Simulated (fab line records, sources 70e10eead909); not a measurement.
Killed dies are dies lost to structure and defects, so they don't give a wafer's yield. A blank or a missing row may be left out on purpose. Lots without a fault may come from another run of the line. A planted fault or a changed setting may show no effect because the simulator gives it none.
One fault seen from 2 desks | flow nand_harc | each desk has only its own numbers; what lay behind them comes last

THE TOOL OWNER'S DESK: pecvd_onon-04
The tool's own readings at NHARC_A_ONON_D1_DEP_19 (target thk 1000 nm): means of the sampled wafers that have a number, for each lot that ran on this tool. A lot is out of limits, marked OUT, if its mean lies more than 4 standard deviations from the usual mean; the brackets give that distance.
Columns: A = n2o_flow_sccm at NHARC_A_ONON_D1_DEP_19, usual 1998 sccm
lot  | first seen here | A
L785 | day 8 09:58     | 1998
L787 | day 8 20:55     | 1999
L788 | day 9 14:47     | 2002
L797 | day 13 02:30    | 2007
L798 | day 13 10:21    | 1995
L808 | day 17 15:45    | 1993
This desk's finding: nothing out of limits on any of the 6 lots.

THE METROLOGY DESK
What the gauges read, lot by lot, whatever tool the lot ran on: means of the sampled wafers that have a number. A lot is out of limits, marked OUT, if its mean lies more than 4 standard deviations from the usual mean; the brackets give that distance.
Columns: A = cd_nm at NHARC_THIN_TSV_CD_MEAS_12, usual 1000.4 nm
lot  | first seen here | A
L786 | day 24 01:40    | 1001.3
L785 | day 24 08:34    | 1003.9
L787 | day 24 16:58    | 1003.2
L788 | day 24 23:44    | 1000.6
L789 | day 25 05:41    | 1000.1
L791 | day 26 08:09    | 999.9
L798 | day 28 15:35    | 1001.8
L797 | day 28 16:43    | 1001.1
L801 | day 30 16:19    | 998.6
L802 | day 30 21:43    | 999.5
L806 | day 32 02:33    | 999.8
L805 | day 32 03:47    | 998.7
L807 | day 32 04:56    | 1001.2
L808 | day 32 14:55    | 998.9
This desk's finding: nothing out of limits on any of the 14 lots.

PUT TOGETHER
The tool owner's desk saw nothing out of limits.
The metrology desk saw nothing out of limits.

WHAT THE SIMULATOR HAD PUT IN
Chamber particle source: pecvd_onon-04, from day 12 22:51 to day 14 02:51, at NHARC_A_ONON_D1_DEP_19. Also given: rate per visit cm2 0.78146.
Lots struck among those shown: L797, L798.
